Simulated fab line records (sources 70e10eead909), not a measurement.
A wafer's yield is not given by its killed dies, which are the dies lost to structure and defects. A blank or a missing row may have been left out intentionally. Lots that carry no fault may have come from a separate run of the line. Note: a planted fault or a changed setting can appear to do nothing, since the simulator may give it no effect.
Comparing a struck lot with a sound one | flow nand_harc | 14 out of 1159 route steps
Sound: these wafers, L813.1, L813.5, L813.6. Struck: wafer L826.6. (L826.3, L826.5 of the same lot were not struck and are left out.) The cause comes at the end.
For every step that has rows: the tool of each side, followed by ch and its chambers, followed by its first start. Under that, the readings that differ: sound wafers | struck wafers | difference of the means | sigmas: that difference in standard deviations of wafers without a fault.
alike: readings whose means differ by less than 2 such deviations, and words and numbers that are the same on both sides. not compared: withheld readings, readings that some wafer has no value for, bounds like >300 that may hide the same value, and numbers for which the record gives no deviation and whose values overlap.
The two part at a step that has a row with sigmas, a row that says differs or no value, or rows on one side only. Numbers that have no deviation but don't overlap get no sigmas and don't part them. A reading missing from all wafers of one side parts the sides only when that side holds two or more wafers.

first, 6 steps without rows for these wafers: NHARC_A_CHANNEL_HOLE_D1_COAT_04 (resist thk 90 nm); NHARC_A_CHANNEL_HOLE_D1_SOFTBAKE_05 (time 55 s); NHARC_A_CHANNEL_HOLE_D1_EBR_06; NHARC_A_CHANNEL_HOLE_D1_EXPOSE_07 (exposes mask HOLE D1, target cd 100 nm); NHARC_A_CHANNEL_HOLE_D1_PEB_08 (peb time 65 s); NHARC_A_CHANNEL_HOLE_D1_DEVELOP_09 (develop time 35 s).
NHARC_A_CHANNEL_HOLE_D1_CD_MEAS_10: target cd 100 nm.
  sound on cd_sem-02 ch 0, day 8 15:16; struck on cd_sem-03 ch 0, day 12 02:21
  alike: cd_nm
NHARC_A_CHANNEL_HOLE_D1_OVL_MEAS_11:
  sound on overlay-02 at day 8 15:21; struck on overlay-01 at day 12 02:26
  alike: overlay_x_nm, overlay_y_nm
NHARC_A_CHANNEL_HOLE_D1_INSPECT_12:
  sound on defect_inspect-01 at day 8 15:23; struck on defect_inspect-01 at day 12 02:28
  alike: raw_defect_count
NHARC_A_CHANNEL_HOLE_D1_DESCUM_15: chemistry O2, time 3 s.
  sound on rie_diel-12 ch 1,2,3, day 8 15:28; struck on rie_diel-03 ch 1, day 12 02:32
  alike: chamber_pressure_mTorr, drypump_motor_current_A, oes_product_au, rf_vpp_V, showerhead_plenum_p_Torr, throttle_valve_pct
  not compared: rf_hours_counter_h
NHARC_A_CHANNEL_HOLE_D1_ETCH_38: etches the open film in CF4, target depth 39 nm, time 65 s.
  sound on rie_diel-12 ch 1,2, day 8 15:32; struck on rie_diel-03 ch 1, day 12 02:37
  alike: chamber_pressure_mTorr, drypump_motor_current_A, oes_product_au, rf_vpp_V, run_length_s, showerhead_plenum_p_Torr, throttle_valve_pct
  not compared: rf_hours_counter_h
NHARC_A_CHANNEL_HOLE_D1_ETCH_39: etches the open film in N2/H2, target depth 260 nm, time 325 s.
  sound on rie_diel-12 ch 0,3; struck on rie_diel-03 ch 0
  reading                         | sound          | struck | difference | sigmas
  showerhead_plenum_p_Torr (Torr) | 2.20 2.11 2.20 | 1.99   | -0.18      | -3
  alike: chamber_pressure_mTorr, drypump_motor_current_A, oes_product_au, rf_vpp_V, run_length_s, throttle_valve_pct
  not compared: rf_hours_counter_h
NHARC_A_CHANNEL_HOLE_D1_ETCH_34: etches the open film in CF4/CHF3, target depth 154 nm, time 77 s.
  sound on rie_diel-12 ch 0,1,3, day 8 15:53; struck on rie_diel-03 ch 0, day 12 02:58
  reading                         | sound                | struck | difference | sigmas
  chamber_pressure_mTorr (mTorr)  | 25.019 24.983 25.040 | 24.961 | -0.053     | -2
  rf_vpp_V (V)                    | 372.2 372.7 374.5    | 368.1  | -5.0       | -3
  run_length_s (s)                | 97.6 97.7 98.1       | 92.5   | -5.3       | -13
  showerhead_plenum_p_Torr (Torr) | 1.62 1.62 1.69       | 1.54   | -0.10      | -2
  throttle_valve_pct (%)          | 16.818 16.792 16.803 | 16.786 | -0.018     | -2
  alike: drypump_motor_current_A, oes_product_au
  not compared: rf_hours_counter_h
NHARC_A_CHANNEL_HOLE_D1_ETCH_16: etches the open film in O2/COS, target depth 3100 nm, time 806 s.
  sound on rie_diel-12 ch 0,1; struck on rie_diel-03 ch 0
  reading                         | sound             | struck | difference | sigmas
  oes_product_au (a.u.)           | 1.012 1.015 1.008 | 0.995  | -0.017     | -2
  run_length_s (s)                | 826.9 826.7 827.5 | 828.0  | +1.0       | +2
  showerhead_plenum_p_Torr (Torr) | 3.20 3.21 3.35    | 3.05   | -0.20      | -2
  alike: chamber_pressure_mTorr, drypump_motor_current_A, rf_vpp_V, throttle_valve_pct
  not compared: rf_hours_counter_h

== WHERE THEY PART ==
At NHARC_A_CHANNEL_HOLE_D1_ETCH_39 first; at NHARC_A_CHANNEL_HOLE_D1_ETCH_16 last (within this record only).

WHY: whatever the simulator had introduced
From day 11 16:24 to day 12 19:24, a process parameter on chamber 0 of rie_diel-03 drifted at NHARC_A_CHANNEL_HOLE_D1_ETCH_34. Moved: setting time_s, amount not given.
